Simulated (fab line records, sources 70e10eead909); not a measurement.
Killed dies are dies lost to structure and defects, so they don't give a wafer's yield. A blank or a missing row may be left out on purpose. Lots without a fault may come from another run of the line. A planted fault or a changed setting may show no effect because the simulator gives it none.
Which tool did it? | flow nand_harc | 6 lots, 18 wafers sampled, at 5 steps of a route of 1302

WHAT THE GAUGES READ, wafer by wafer
NHARC_END_SORT_01.
lot  | measured     | on        | killed_at_array
L137 | day 30 00:22 | prober-01 | 87

WHICH TOOL RAN EACH LOT (tool, then ch and the chambers of the sampled wafers, then the start)
lot  | NHARC_A_SGD_CUT_CMP_21        | NHARC_A_SLIT_STRIP_18                         | NHARC_A_WL_FILL_CVD_03        | NHARC_A_WL_FILL_ETCHBACK_26
L126 | cmp-03 ch 2,3, day 20 00:59   | rie_diel-08 ch 0,1,2, day 20 20:37 or earlier | cvd_w-01 ch 0,1, day 20 20:37 | rie_si-06 ch 0,2,3, day 21 15:32
L131 | cmp-03 ch 0,1,2, day 22 11:53 | rie_diel-08 ch 0,2,3, day 23 09:15 or earlier | cvd_w-01 ch 0,1, day 23 09:15 | rie_si-04 ch 0,1,2, day 24 01:22
L136 | cmp-01 ch 2,3, day 24 01:36   | rie_diel-06 ch 0,1,2, day 25 02:07 or earlier | cvd_w-02 ch 0,1, day 25 02:07 | rie_si-04 ch 0,1,2, day 25 18:11
L137 | cmp-02 ch 1,2,3, day 24 21:35 | rie_diel-11 ch 1,2,3, day 25 18:47 or earlier | cvd_w-01 ch 0,1, day 25 18:47 | rie_si-01 ch 0,1,2, day 26 12:30
L145 | cmp-02 ch 0,2,3, day 28 06:10 | rie_diel-08 ch 0,1, day 29 02:10 or earlier   | cvd_w-02 ch 0,1, day 29 02:10 | rie_si-04 ch 0,1,2, day 29 18:17
L147 | cmp-01 ch 0,3, day 28 17:23   | rie_diel-06 ch 1,2, day 29 13:43 or earlier   | cvd_w-02 ch 0,1, day 29 13:43 | rie_si-01 ch 0,3, day 30 07:16
- NHARC_A_SGD_CUT_CMP_21: polishes, target thk 148.19 nm.
- NHARC_A_SLIT_STRIP_18: strips in O2.
- NHARC_A_WL_FILL_CVD_03: deposits W, target thk 40 nm, time 279 s.
- NHARC_A_WL_FILL_ETCHBACK_26: etches the open film in HBr, target depth 52 nm, time 13.3 s.

THE ANSWER, worked out from the rows above alone
Rule: what is usual is taken from the lots themselves. Put in order of their means at a reading, lots are off if they are a third of the lots or fewer, leave a main group of 4 or more, and stand apart from it by a gap of 3 or more times the standard deviation of the main group's means; of several such gaps the widest counts. A main group whose means are all the same, to the digits that the tables above print for the reading, isn't used. A lot without any number at a reading at which 4 lots or more have one is off too. The other lots that the step has rows for count as sound.
No lot is off at any reading shown: from this, nothing can be told.

WHAT THE SIMULATOR HAD PUT IN
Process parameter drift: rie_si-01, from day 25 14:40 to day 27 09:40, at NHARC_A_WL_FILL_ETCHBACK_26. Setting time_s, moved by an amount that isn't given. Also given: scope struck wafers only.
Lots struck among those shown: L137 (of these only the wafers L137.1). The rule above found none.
